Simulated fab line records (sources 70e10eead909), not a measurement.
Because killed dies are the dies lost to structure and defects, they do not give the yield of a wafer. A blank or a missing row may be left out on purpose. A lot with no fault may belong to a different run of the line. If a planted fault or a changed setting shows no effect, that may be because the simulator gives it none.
fab line records / flow nand-harc
[record] lots = 6 wafers = 18 last-day = 33
route steps=1302 shown A_M1@1171
lots with no fault: from the same line, run without faults
start-h: the number of hours between the record's first day and the start of the first shown wafer of the lot / wait-h: hours from the lot's prior step to this one / " unchanged from the row above / L1.1+2: one row covering several wafers at once / - no value, or no start given / * or withheld: withheld / < > ~ a bound
route shown NAME@n: a module of which the file shows steps, and the number in the route of the first / usual: the fault-free wafers' mean and standard deviation / same: alike in all rows / chamber/n: place in a boat / sites: readings site by site / _std_site: the values' standard deviation / _edge_site: mean of outer sites minus mean of inner sites / radius-mm: for every site, how far away it sits from the centre of the wafer / mask NAME#n: copy n / behind: the tool/chamber that last shaped the wafer / hold: cause of the lot's hold/its duration in hours/its outcome / device: which transistor (n, p or np) failed to switch / end of line: at the end of the route, the tests of the same wafers / for a step that has no rows: nothing shown but its recipe / killed: the dies lost at the first sort to structure and to defects; this is not the yield of the wafer / map: a wafer's dies, x killed, . not, _ none there
set.NAME: setting as actually run; set.NAME@STEP: the setting as run at that earlier step / model.NAME: the simulator's own value behind a step, which no gauge read
certain route steps with their lots: each step a table, each wafer a row
services: a tool's chamber out of use, with start hour (start-h, from the record's first day; less than 0 if before it), hours out, and reason
[[steps]]
[step NHARC_A_M1_HMDS_02]
[recipe] time-s = 30
[step NHARC_A_M1_COAT_34]
[recipe] temp-c = 200 time-s = 65
[step NHARC_A_M1_COAT_03]
[recipe] spin-rpm = 1500 resist-thk-nm = 90
[step NHARC_A_M1_SOFTBAKE_04]
[recipe] temp-c = 105 time-s = 55
[step NHARC_A_M1_EBR_05]
[step NHARC_A_M1_EXPOSE_06]
[recipe] na = 1.35 target-cd-nm = 120 dose-mj = 75.13 mask-id = A_M1
[step NHARC_A_M1_PEB_07]
[recipe] peb-temp-c = 100 peb-time-s = 65
[step NHARC_A_M1_DEVELOP_08]
[recipe] develop-time-s = 35 dev-temp-c = 23
[step NHARC_A_M1_CD_MEAS_09]
[recipe] target-cd-nm = 120 landing-energy-ev = 500
[usual] cd-nm = 120.3/0.67
lot.wafer=L440.2 tool=cd-sem-03 chamber=0 start-h=548.50 wait-h=- cd-nm=120.7
lot.wafer=L440.3 tool=cd-sem-03 chamber=0 start-h=548.50 wait-h=- cd-nm=120.2
lot.wafer=L440.6 tool=cd-sem-03 chamber=0 start-h=548.50 wait-h=- cd-nm=121.5
lot.wafer=L442.2 tool=cd-sem-02 chamber=0 start-h=576.57 wait-h=- cd-nm=119.2
lot.wafer=L442.3 tool=cd-sem-02 chamber=0 start-h=576.57 wait-h=- cd-nm=119.7
lot.wafer=L442.5 tool=cd-sem-02 chamber=0 start-h=576.57 wait-h=- cd-nm=119.1
lot.wafer=L450.2 tool=cd-sem-02 chamber=0 start-h=646.29 wait-h=- cd-nm=118.2
lot.wafer=L450.3 tool=cd-sem-02 chamber=0 start-h=646.29 wait-h=- cd-nm=120.2
lot.wafer=L450.4 tool=cd-sem-02 chamber=0 start-h=646.29 wait-h=- cd-nm=120.6
lot.wafer=L451.2 tool=cd-sem-03 chamber=0 start-h=662.50 wait-h=- cd-nm=120.0
lot.wafer=L451.3 tool=cd-sem-03 chamber=0 start-h=662.50 wait-h=- cd-nm=120.1
lot.wafer=L451.5 tool=cd-sem-03 chamber=0 start-h=662.50 wait-h=- cd-nm=120.0
lot.wafer=L453.2 tool=cd-sem-01 chamber=0 start-h=682.54 wait-h=- cd-nm=119.9
lot.wafer=L453.3 tool=cd-sem-01 chamber=0 start-h=682.54 wait-h=- cd-nm=120.2
lot.wafer=L453.6 tool=cd-sem-01 chamber=0 start-h=682.54 wait-h=- cd-nm=120.3
lot.wafer=L458.1 tool=cd-sem-02 chamber=0 start-h=741.95 wait-h=- cd-nm=120.7
lot.wafer=L458.3 tool=cd-sem-02 chamber=0 start-h=741.95 wait-h=- cd-nm=119.6
lot.wafer=L458.4 tool=cd-sem-02 chamber=0 start-h=741.95 wait-h=- cd-nm=120.3
[step NHARC_A_M1_OVL_MEAS_10]
[recipe] pitch-nm = 240
[usual] overlay-x-nm = -0.2/0.9 overlay-y-nm = 0.4/0.81
lot.wafer=L440.2 tool=overlay-02 chamber=- start-h=548.60 wait-h=- overlay-x-nm=-0.7 overlay-y-nm=-0.7
lot.wafer=L440.3 tool=overlay-02 chamber=- start-h=548.60 wait-h=- overlay-x-nm=-0.9 overlay-y-nm=-0.6
lot.wafer=L440.6 tool=overlay-02 chamber=- start-h=548.60 wait-h=- overlay-x-nm=-0.8 overlay-y-nm=-0.5
lot.wafer=L442.2 tool=overlay-01 chamber=- start-h=576.65 wait-h=- overlay-x-nm=-0.8 overlay-y-nm=0.0
lot.wafer=L442.3 tool=overlay-01 chamber=- start-h=576.65 wait-h=- overlay-x-nm=-0.9 overlay-y-nm=-0.1
lot.wafer=L442.5 tool=overlay-01 chamber=- start-h=576.65 wait-h=- overlay-x-nm=-1.0 overlay-y-nm=-0.5
lot.wafer=L450.2 tool=overlay-02 chamber=- start-h=646.37 wait-h=- overlay-x-nm=-1.3 overlay-y-nm=1.4
lot.wafer=L450.3 tool=overlay-02 chamber=- start-h=646.37 wait-h=- overlay-x-nm=-0.9 overlay-y-nm=1.0
lot.wafer=L450.4 tool=overlay-02 chamber=- start-h=646.37 wait-h=- overlay-x-nm=-0.3 overlay-y-nm=1.0
lot.wafer=L451.2 tool=overlay-01 chamber=- start-h=662.58 wait-h=- overlay-x-nm=0.9 overlay-y-nm=1.6
lot.wafer=L451.3 tool=overlay-01 chamber=- start-h=662.58 wait-h=- overlay-x-nm=1.3 overlay-y-nm=1.9
lot.wafer=L451.5 tool=overlay-01 chamber=- start-h=662.58 wait-h=- overlay-x-nm=0.9 overlay-y-nm=2.0
lot.wafer=L453.2 tool=overlay-02 chamber=- start-h=682.63 wait-h=- overlay-x-nm=0.8 overlay-y-nm=0.4
lot.wafer=L453.3 tool=overlay-02 chamber=- start-h=682.63 wait-h=- overlay-x-nm=1.1 overlay-y-nm=-0.3
lot.wafer=L453.6 tool=overlay-02 chamber=- start-h=682.63 wait-h=- overlay-x-nm=1.2 overlay-y-nm=0.7
lot.wafer=L458.1 tool=overlay-02 chamber=- start-h=742.04 wait-h=- overlay-x-nm=-1.8 overlay-y-nm=0.3
lot.wafer=L458.3 tool=overlay-02 chamber=- start-h=742.04 wait-h=- overlay-x-nm=-1.8 overlay-y-nm=1.3
lot.wafer=L458.4 tool=overlay-02 chamber=- start-h=742.04 wait-h=- overlay-x-nm=-0.7 overlay-y-nm=1.2
[step NHARC_A_M1_INSPECT_11]
[usual] raw-defect-count = 82/35
lot.wafer=L440.2 tool=defect-inspect-01 chamber=- start-h=548.64 wait-h=0.0 raw-defect-count=69
lot.wafer=L440.3 tool=defect-inspect-01 chamber=- start-h=548.64 wait-h=0.0 raw-defect-count=80
lot.wafer=L440.6 tool=defect-inspect-01 chamber=- start-h=548.64 wait-h=0.0 raw-defect-count=72
lot.wafer=L442.2 tool=defect-inspect-02 chamber=- start-h=576.69 wait-h=0.0 raw-defect-count=52
lot.wafer=L442.3 tool=defect-inspect-02 chamber=- start-h=576.69 wait-h=0.0 raw-defect-count=64
lot.wafer=L442.5 tool=defect-inspect-02 chamber=- start-h=576.69 wait-h=0.0 raw-defect-count=75
lot.wafer=L450.2 tool=defect-inspect-01 chamber=- start-h=646.41 wait-h=0.0 raw-defect-count=71
lot.wafer=L450.3 tool=defect-inspect-01 chamber=- start-h=646.41 wait-h=0.0 raw-defect-count=80
lot.wafer=L450.4 tool=defect-inspect-01 chamber=- start-h=646.41 wait-h=0.0 raw-defect-count=78
lot.wafer=L451.2 tool=defect-inspect-01 chamber=- start-h=662.62 wait-h=0.0 raw-defect-count=109
lot.wafer=L451.3 tool=defect-inspect-01 chamber=- start-h=662.62 wait-h=0.0 raw-defect-count=146
lot.wafer=L451.5 tool=defect-inspect-01 chamber=- start-h=662.62 wait-h=0.0 raw-defect-count=133
lot.wafer=L453.2 tool=defect-inspect-01 chamber=- start-h=682.66 wait-h=0.0 raw-defect-count=43
lot.wafer=L453.3 tool=defect-inspect-01 chamber=- start-h=682.66 wait-h=0.0 raw-defect-count=27
lot.wafer=L453.6 tool=defect-inspect-01 chamber=- start-h=682.66 wait-h=0.0 raw-defect-count=34
lot.wafer=L458.1 tool=defect-inspect-02 chamber=- start-h=742.07 wait-h=0.0 raw-defect-count=29
lot.wafer=L458.3 tool=defect-inspect-02 chamber=- start-h=742.07 wait-h=0.0 raw-defect-count=33
lot.wafer=L458.4 tool=defect-inspect-02 chamber=- start-h=742.07 wait-h=0.0 raw-defect-count=26
[step NHARC_A_M1_DESCUM_14]
[recipe] time-s = 3 o2-flow-sccm = 200 ar-flow-sccm = 0 bias-power-w = 0 chemistry = O2
[usual] drypump-motor-current-A = 5.90/0.27 oes-product-au = 1.001/0.012 rf-vpp-V = 57.9/0.8 showerhead-plenum-p-Torr = 1.92/0.083 throttle-valve-pct = 11.310/0.0087
lot.wafer=L440.3 tool=rie-diel-05 chamber=1 start-h=548.70 wait-h=0.1 drypump-motor-current-A=5.93 oes-product-au=1.000 rf-hours-counter-h=8.6 rf-vpp-V=56.5 showerhead-plenum-p-Torr=2.00 throttle-valve-pct=11.319
lot.wafer=L440.2 tool=rie-diel-05 chamber=0 start-h=548.70 wait-h=0.1 drypump-motor-current-A=5.98 oes-product-au=0.991 rf-hours-counter-h=9.7 rf-vpp-V=57.6 showerhead-plenum-p-Torr=1.96 throttle-valve-pct=11.309
lot.wafer=L440.6 tool=rie-diel-05 chamber=1 start-h=548.70 wait-h=0.1 drypump-motor-current-A=5.92 oes-product-au=1.006 rf-hours-counter-h=- rf-vpp-V=57.4 showerhead-plenum-p-Torr=2.00 throttle-valve-pct=11.311
lot.wafer=L442.2 tool=rie-diel-10 chamber=3 start-h=576.76 wait-h=0.1 drypump-motor-current-A=6.07 oes-product-au=0.998 rf-hours-counter-h=7.8 rf-vpp-V=56.1 showerhead-plenum-p-Torr=1.78 throttle-valve-pct=11.321
lot.wafer=L442.3 tool=rie-diel-10 chamber=1 start-h=576.76 wait-h=0.1 drypump-motor-current-A=6.48 oes-product-au=0.986 rf-hours-counter-h=10.0 rf-vpp-V=57.1 showerhead-plenum-p-Torr=1.77 throttle-valve-pct=11.320
lot.wafer=L442.5 tool=rie-diel-10 chamber=3 start-h=576.76 wait-h=0.1 drypump-motor-current-A=6.07 oes-product-au=0.997 rf-hours-counter-h=- rf-vpp-V=58.5 showerhead-plenum-p-Torr=1.78 throttle-valve-pct=11.307
lot.wafer=L450.3 tool=rie-diel-10 chamber=0 start-h=646.48 wait-h=0.1 drypump-motor-current-A=5.95 oes-product-au=1.004 rf-hours-counter-h=2.6 rf-vpp-V=58.7 showerhead-plenum-p-Torr=1.87 throttle-valve-pct=11.311
lot.wafer=L450.2 tool=rie-diel-10 chamber=1 start-h=646.48 wait-h=0.1 drypump-motor-current-A=6.51 oes-product-au=0.982 rf-hours-counter-h=2.8 rf-vpp-V=57.7 showerhead-plenum-p-Torr=1.77 throttle-valve-pct=11.311
lot.wafer=L450.4 tool=rie-diel-10 chamber=2 start-h=646.48 wait-h=0.1 drypump-motor-current-A=5.98 oes-product-au=0.993 rf-hours-counter-h=2.5 rf-vpp-V=57.0 showerhead-plenum-p-Torr=1.78 throttle-valve-pct=11.299
lot.wafer=L451.2 tool=rie-diel-10 chamber=1 start-h=662.69 wait-h=0.1 drypump-motor-current-A=6.49 oes-product-au=0.984 rf-hours-counter-h=4.0 rf-vpp-V=57.8 showerhead-plenum-p-Torr=1.77 throttle-valve-pct=11.324
lot.wafer=L451.3 tool=rie-diel-10 chamber=2 start-h=662.69 wait-h=0.1 drypump-motor-current-A=5.95 oes-product-au=0.994 rf-hours-counter-h=3.3 rf-vpp-V=57.9 showerhead-plenum-p-Torr=1.78 throttle-valve-pct=11.308
lot.wafer=L451.5 tool=rie-diel-10 chamber=1 start-h=662.69 wait-h=0.1 drypump-motor-current-A=6.49 oes-product-au=0.980 rf-hours-counter-h=- rf-vpp-V=57.1 showerhead-plenum-p-Torr=1.77 throttle-valve-pct=11.309
lot.wafer=L453.3 tool=rie-diel-05 chamber=2 start-h=682.72 wait-h=0.1 drypump-motor-current-A=5.36 oes-product-au=1.015 rf-hours-counter-h=4.0 rf-vpp-V=57.4 showerhead-plenum-p-Torr=1.89 throttle-valve-pct=11.317
lot.wafer=L453.2 tool=rie-diel-05 chamber=3 start-h=682.72 wait-h=0.1 drypump-motor-current-A=6.37 oes-product-au=1.021 rf-hours-counter-h=4.7 rf-vpp-V=57.6 showerhead-plenum-p-Torr=1.94 throttle-valve-pct=11.321
lot.wafer=L453.6 tool=rie-diel-05 chamber=2 start-h=682.72 wait-h=0.1 drypump-motor-current-A=5.35 oes-product-au=1.015 rf-hours-counter-h=- rf-vpp-V=57.7 showerhead-plenum-p-Torr=1.89 throttle-valve-pct=11.306
lot.wafer=L458.4 tool=rie-diel-12 chamber=1 start-h=742.13 wait-h=0.1 drypump-motor-current-A=5.79 oes-product-au=1.004 rf-hours-counter-h=2.2 rf-vpp-V=59.3 showerhead-plenum-p-Torr=2.03 throttle-valve-pct=11.304
lot.wafer=L458.1 tool=rie-diel-12 chamber=2 start-h=742.13 wait-h=0.1 drypump-motor-current-A=5.86 oes-product-au=1.020 rf-hours-counter-h=2.1 rf-vpp-V=57.2 showerhead-plenum-p-Torr=2.00 throttle-valve-pct=11.316
lot.wafer=L458.3 tool=rie-diel-12 chamber=0 start-h=742.13 wait-h=0.1 drypump-motor-current-A=5.97 oes-product-au=0.974 rf-hours-counter-h=2.1 rf-vpp-V=59.6 showerhead-plenum-p-Torr=1.86 throttle-valve-pct=11.313
[step NHARC_A_M1_ETCH_35]
[recipe] target-depth-a = 400 overetch-a = 120 time-s = 43.94 ion-energy-ev = 200 n2-flow-sccm = 150 h2-flow-sccm = 150 ar-flow-sccm = 0 rf-w = 400 bias-w = 150 chemistry = N2/H2
[usual] drypump-motor-current-A = 5.90/0.27 oes-product-au = 0.999/0.013 rf-vpp-V = 430.6/2.6 run-length-s = 65.3/0.41 showerhead-plenum-p-Torr = 2.05/0.091 throttle-valve-pct = 14.172/0.0091
lot.wafer=L440.2 tool=rie-diel-05 chamber=0 start-h=548.78 wait-h=0.1 drypump-motor-current-A=5.98 oes-product-au=0.982 rf-hours-counter-h=9.7 rf-vpp-V=430.8 run-length-s=66.3 showerhead-plenum-p-Torr=2.09 throttle-valve-pct=14.153
lot.wafer=L440.3 tool=rie-diel-05 chamber=3 start-h=548.78 wait-h=0.1 drypump-motor-current-A=6.37 oes-product-au=1.001 rf-hours-counter-h=9.4 rf-vpp-V=430.0 run-length-s=65.2 showerhead-plenum-p-Torr=2.07 throttle-valve-pct=14.164
lot.wafer=L440.6 tool=rie-diel-05 chamber=1 start-h=548.78 wait-h=0.1 drypump-motor-current-A=5.93 oes-product-au=0.999 rf-hours-counter-h=- rf-vpp-V=433.2 run-length-s=64.9 showerhead-plenum-p-Torr=2.14 throttle-valve-pct=14.166
lot.wafer=L442.2 tool=rie-diel-10 chamber=1 start-h=576.84 wait-h=0.1 drypump-motor-current-A=6.50 oes-product-au=0.988 rf-hours-counter-h=10.0 rf-vpp-V=425.2 run-length-s=65.5 showerhead-plenum-p-Torr=1.88 throttle-valve-pct=14.176
lot.wafer=L442.3 tool=rie-diel-10 chamber=3 start-h=576.84 wait-h=0.1 drypump-motor-current-A=6.04 oes-product-au=1.003 rf-hours-counter-h=7.8 rf-vpp-V=427.5 run-length-s=64.3 showerhead-plenum-p-Torr=1.89 throttle-valve-pct=14.177
lot.wafer=L442.5 tool=rie-diel-10 chamber=1 start-h=576.84 wait-h=0.1 drypump-motor-current-A=6.51 oes-product-au=0.991 rf-hours-counter-h=- rf-vpp-V=425.5 run-length-s=65.3 showerhead-plenum-p-Torr=1.89 throttle-valve-pct=14.156
lot.wafer=L450.4 tool=rie-diel-10 chamber=2 start-h=646.56 wait-h=0.1 drypump-motor-current-A=5.96 oes-product-au=1.004 rf-hours-counter-h=2.5 rf-vpp-V=425.8 run-length-s=53.3 showerhead-plenum-p-Torr=1.89 throttle-valve-pct=14.174
lot.wafer=L450.2 tool=rie-diel-10 chamber=3 start-h=646.56 wait-h=0.1 drypump-motor-current-A=6.09 oes-product-au=0.982 rf-hours-counter-h=2.2 rf-vpp-V=425.7 run-length-s=52.4 showerhead-plenum-p-Torr=1.89 throttle-valve-pct=14.172
lot.wafer=L450.3 tool=rie-diel-10 chamber=0 start-h=646.56 wait-h=0.1 drypump-motor-current-A=5.93 oes-product-au=1.013 rf-hours-counter-h=2.6 rf-vpp-V=429.8 run-length-s=54.1 showerhead-plenum-p-Torr=2.00 throttle-valve-pct=14.154
lot.wafer=L451.2 tool=rie-diel-10 chamber=1 start-h=662.77 wait-h=0.1 drypump-motor-current-A=6.49 oes-product-au=0.975 rf-hours-counter-h=4.0 rf-vpp-V=424.2 run-length-s=53.5 showerhead-plenum-p-Torr=1.88 throttle-valve-pct=14.171
lot.wafer=L451.3 tool=rie-diel-10 chamber=0 start-h=662.77 wait-h=0.1 drypump-motor-current-A=5.92 oes-product-au=1.022 rf-hours-counter-h=3.6 rf-vpp-V=427.8 run-length-s=53.3 showerhead-plenum-p-Torr=2.00 throttle-valve-pct=14.182
lot.wafer=L451.5 tool=rie-diel-10 chamber=1 start-h=662.77 wait-h=0.1 drypump-motor-current-A=6.47 oes-product-au=0.981 rf-hours-counter-h=- rf-vpp-V=426.5 run-length-s=53.6 showerhead-plenum-p-Torr=1.88 throttle-valve-pct=14.167
lot.wafer=L453.2 tool=rie-diel-05 chamber=1 start-h=682.81 wait-h=0.1 drypump-motor-current-A=6.00 oes-product-au=0.988 rf-hours-counter-h=4.1 rf-vpp-V=433.2 run-length-s=65.5 showerhead-plenum-p-Torr=2.14 throttle-valve-pct=14.175
lot.wafer=L453.3 tool=rie-diel-05 chamber=0 start-h=682.81 wait-h=0.1 drypump-motor-current-A=5.98 oes-product-au=1.002 rf-hours-counter-h=4.6 rf-vpp-V=431.0 run-length-s=66.1 showerhead-plenum-p-Torr=2.09 throttle-valve-pct=14.157
lot.wafer=L453.6 tool=rie-diel-05 chamber=1 start-h=682.81 wait-h=0.1 drypump-motor-current-A=5.98 oes-product-au=0.994 rf-hours-counter-h=- rf-vpp-V=432.8 run-length-s=65.1 showerhead-plenum-p-Torr=2.14 throttle-valve-pct=14.182
lot.wafer=L458.4 tool=rie-diel-12 chamber=0 start-h=742.22 wait-h=0.1 drypump-motor-current-A=5.92 oes-product-au=0.969 rf-hours-counter-h=2.2 rf-vpp-V=429.3 run-length-s=66.1 showerhead-plenum-p-Torr=1.98 throttle-valve-pct=14.180
lot.wafer=L458.3 tool=rie-diel-12 chamber=2 start-h=742.22 wait-h=0.1 drypump-motor-current-A=5.91 oes-product-au=1.028 rf-hours-counter-h=2.2 rf-vpp-V=432.3 run-length-s=65.1 showerhead-plenum-p-Torr=2.13 throttle-valve-pct=14.172
lot.wafer=L458.1 tool=rie-diel-12 chamber=3 start-h=742.22 wait-h=0.1 drypump-motor-current-A=5.59 oes-product-au=0.999 rf-hours-counter-h=2.1 rf-vpp-V=430.9 run-length-s=65.1 showerhead-plenum-p-Torr=2.07 throttle-valve-pct=14.170
[step NHARC_A_M1_ETCH_15]
[recipe] target-depth-a = 1825 time-s = 91.2 c4f8-flow-sccm = withheld ar-flow-sccm = 400 rf-w = 600 bias-w = 300 chemistry = C4F8/Ar
[usual] oes-product-au = 0.956/0.023 rf-vpp-V = 441.1/2.8 run-length-s = 112.6/0.47
lot.wafer=L440.2 tool=rie-diel-05 chamber=1 start-h=- wait-h=- oes-product-au=0.965 rf-hours-counter-h=8.6 rf-vpp-V=443.3 run-length-s=112.5
lot.wafer=L440.3 tool=rie-diel-05 chamber=3 start-h=- wait-h=- oes-product-au=0.978 rf-hours-counter-h=9.4 rf-vpp-V=443.0 run-length-s=112.0
lot.wafer=L440.6 tool=rie-diel-05 chamber=2 start-h=- wait-h=- oes-product-au=0.978 rf-hours-counter-h=- rf-vpp-V=438.8 run-length-s=111.9
lot.wafer=L442.2 tool=rie-diel-10 chamber=2 start-h=- wait-h=- oes-product-au=0.927 rf-hours-counter-h=9.8 rf-vpp-V=435.1 run-length-s=112.5
lot.wafer=L442.3 tool=rie-diel-10 chamber=3 start-h=- wait-h=- oes-product-au=0.928 rf-hours-counter-h=7.8 rf-vpp-V=436.9 run-length-s=111.8
lot.wafer=L442.5 tool=rie-diel-10 chamber=3 start-h=- wait-h=- oes-product-au=0.915 rf-hours-counter-h=- rf-vpp-V=436.4 run-length-s=111.9
lot.wafer=L450.2 tool=rie-diel-10 chamber=1 start-h=- wait-h=- oes-product-au=0.977 rf-hours-counter-h=2.9 rf-vpp-V=435.9 run-length-s=112.6
lot.wafer=L450.4 tool=rie-diel-10 chamber=2 start-h=- wait-h=- oes-product-au=0.967 rf-hours-counter-h=2.5 rf-vpp-V=436.9 run-length-s=113.0
lot.wafer=L450.3 tool=rie-diel-10 chamber=3 start-h=- wait-h=- oes-product-au=0.941 rf-hours-counter-h=2.3 rf-vpp-V=436.5 run-length-s=111.5
lot.wafer=L451.3 tool=rie-diel-10 chamber=1 start-h=- wait-h=- oes-product-au=0.951 rf-hours-counter-h=4.0 rf-vpp-V=437.0 run-length-s=113.1
lot.wafer=L451.2 tool=rie-diel-10 chamber=3 start-h=- wait-h=- oes-product-au=0.957 rf-hours-counter-h=3.0 rf-vpp-V=435.8 run-length-s=111.5
lot.wafer=L451.5 tool=rie-diel-10 chamber=2 start-h=- wait-h=- oes-product-au=0.969 rf-hours-counter-h=- rf-vpp-V=436.0 run-length-s=112.6
lot.wafer=L453.3 tool=rie-diel-05 chamber=3 start-h=- wait-h=- oes-product-au=0.979 rf-hours-counter-h=4.7 rf-vpp-V=439.7 run-length-s=112.3
lot.wafer=L453.2 tool=rie-diel-05 chamber=0 start-h=- wait-h=- oes-product-au=0.989 rf-hours-counter-h=4.6 rf-vpp-V=442.9 run-length-s=113.7
lot.wafer=L453.6 tool=rie-diel-05 chamber=2 start-h=- wait-h=- oes-product-au=0.988 rf-hours-counter-h=- rf-vpp-V=441.1 run-length-s=112.4
lot.wafer=L458.1 tool=rie-diel-12 chamber=0 start-h=- wait-h=- oes-product-au=0.967 rf-hours-counter-h=2.2 rf-vpp-V=439.5 run-length-s=112.6
lot.wafer=L458.4 tool=rie-diel-12 chamber=1 start-h=- wait-h=- oes-product-au=0.962 rf-hours-counter-h=2.3 rf-vpp-V=442.9 run-length-s=112.8
lot.wafer=L458.3 tool=rie-diel-12 chamber=3 start-h=- wait-h=- oes-product-au=0.986 rf-hours-counter-h=2.1 rf-vpp-V=441.5 run-length-s=112.0
[[services]]
tool=rie-diel-10 chamber=0 start-h=526.50 hours=- kind=clean
tool=rie-diel-10 chamber=1 start-h=526.50 hours=- kind=clean
tool=rie-diel-10 chamber=2 start-h=526.50 hours=- kind=clean
tool=rie-diel-10 chamber=3 start-h=526.50 hours=- kind=clean
tool=rie-diel-05 chamber=0 start-h=531.67 hours=2.4 kind=repair
tool=rie-diel-05 chamber=3 start-h=540.56 hours=3.4 kind=repair
tool=rie-diel-05 chamber=1 start-h=543.27 hours=3.3 kind=repair
tool=rie-diel-10 chamber=0 start-h=551.68 hours=- kind=clean
tool=rie-diel-10 chamber=1 start-h=551.68 hours=- kind=clean
tool=rie-diel-10 chamber=2 start-h=551.68 hours=- kind=clean
tool=rie-diel-10 chamber=3 start-h=551.68 hours=- kind=clean
tool=rie-diel-05 chamber=3 start-h=557.10 hours=8.5 kind=repair
tool=rie-diel-12 chamber=- start-h=566.12 hours=0.2 kind=repair
tool=rie-diel-10 chamber=0 start-h=576.18 hours=- kind=clean
tool=rie-diel-10 chamber=1 start-h=576.18 hours=- kind=clean
tool=rie-diel-10 chamber=2 start-h=576.18 hours=- kind=clean
tool=rie-diel-05 chamber=- start-h=583.93 hours=9.0 kind=pm
tool=rie-diel-10 chamber=- start-h=596.50 hours=9.0 kind=pm
tool=rie-diel-05 chamber=2 start-h=604.15 hours=4.5 kind=repair
tool=rie-diel-05 chamber=- start-h=607.53 hours=0.7 kind=repair
tool=rie-diel-12 chamber=- start-h=622.49 hours=9.0 kind=pm
tool=rie-diel-05 chamber=- start-h=655.47 hours=0.4 kind=repair
tool=rie-diel-12 chamber=- start-h=716.85 hours=0.3 kind=repair
tool=rie-diel-10 chamber=2 start-h=740.61 hours=12.1 kind=repair
[[key]]
[first-sign] step = NHARC_A_M1_ETCH_35 reading = run-length-s direction = down sigmas = 29 usual = * struck = *
effect none on later readings
met-at NHARC_A_M1_ETCH_35
struck-wafers L450.2,L450.3,L450.4,L451.2,L451.3,L451.5
onset-between 576.84 646.56
[fault] kind = process-parameter-drift tool = rie-diel-10 chamber = - onset-h = 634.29 steps = NHARC_A_M1_ETCH_35 channel = time-s offset = * shape = step end-h = 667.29 acts-in = * stated = *
